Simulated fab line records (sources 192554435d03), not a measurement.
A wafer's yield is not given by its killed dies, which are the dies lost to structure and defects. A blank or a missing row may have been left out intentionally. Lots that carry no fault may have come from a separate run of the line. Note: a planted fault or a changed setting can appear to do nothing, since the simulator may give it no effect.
The tool behind it: which one? ; flow n5_finfet ; route of 1938 steps, sampled at 1 step: 9 lots, 27 wafers

== WHAT THE GAUGES SHOWED, per wafer ==
N5_GATE_CUT_OVL_MEAS_14.
lot;measured;on;GATE_CUT_OVL (nm)
L111;day 4 10:48;overlay-02;0.3 -0.5 -0.4
L113;day 5 02:52;overlay-02;-0.8 -1.2 1.1
L119;day 6 14:58;overlay-01;-1.3 -0.9 -0.9
L120;day 6 21:13;overlay-01;-1.5 -1.0 -2.3
L121;day 7 04:13;overlay-01;-0.3 0.1 -0.9
L125;day 8 02:35;overlay-01;0.5 0.9 -1.0
L130;day 9 10:02;overlay-02;-0.9 -1.3 0.4
L131;day 9 12:08;overlay-01;-0.7 -0.1 -0.8
L132;day 9 18:46;overlay-02;-0.2 -0.9 -0.3

== WHAT TOOL EACH LOT RAN ON (gives the tool, then ch and the chambers of the sampled wafers, and finally the start) ==
Record: no process step prior to these readings.

== THE ANSWER, worked out from the rows above alone ==
Rule: the usual values come from the lots themselves. Put in order of their means at a reading, lots are off if they are a third of the lots or fewer, leave a main group of 4 or more, and stand apart from it by a gap of 3 or more times the standard deviation of the main group's means; of several such gaps the widest counts. A main group whose means are all the same, to the digits that the tables above print for the reading, isn't used. A lot without any number at a reading at which 4 lots or more have one is off too. Where the step has rows for the other lots, those lots are counted as sound.
None of the lots is off at any reading shown; this tells nothing.

== WHAT HAD BEEN PUT IN BY THE SIMULATOR ==
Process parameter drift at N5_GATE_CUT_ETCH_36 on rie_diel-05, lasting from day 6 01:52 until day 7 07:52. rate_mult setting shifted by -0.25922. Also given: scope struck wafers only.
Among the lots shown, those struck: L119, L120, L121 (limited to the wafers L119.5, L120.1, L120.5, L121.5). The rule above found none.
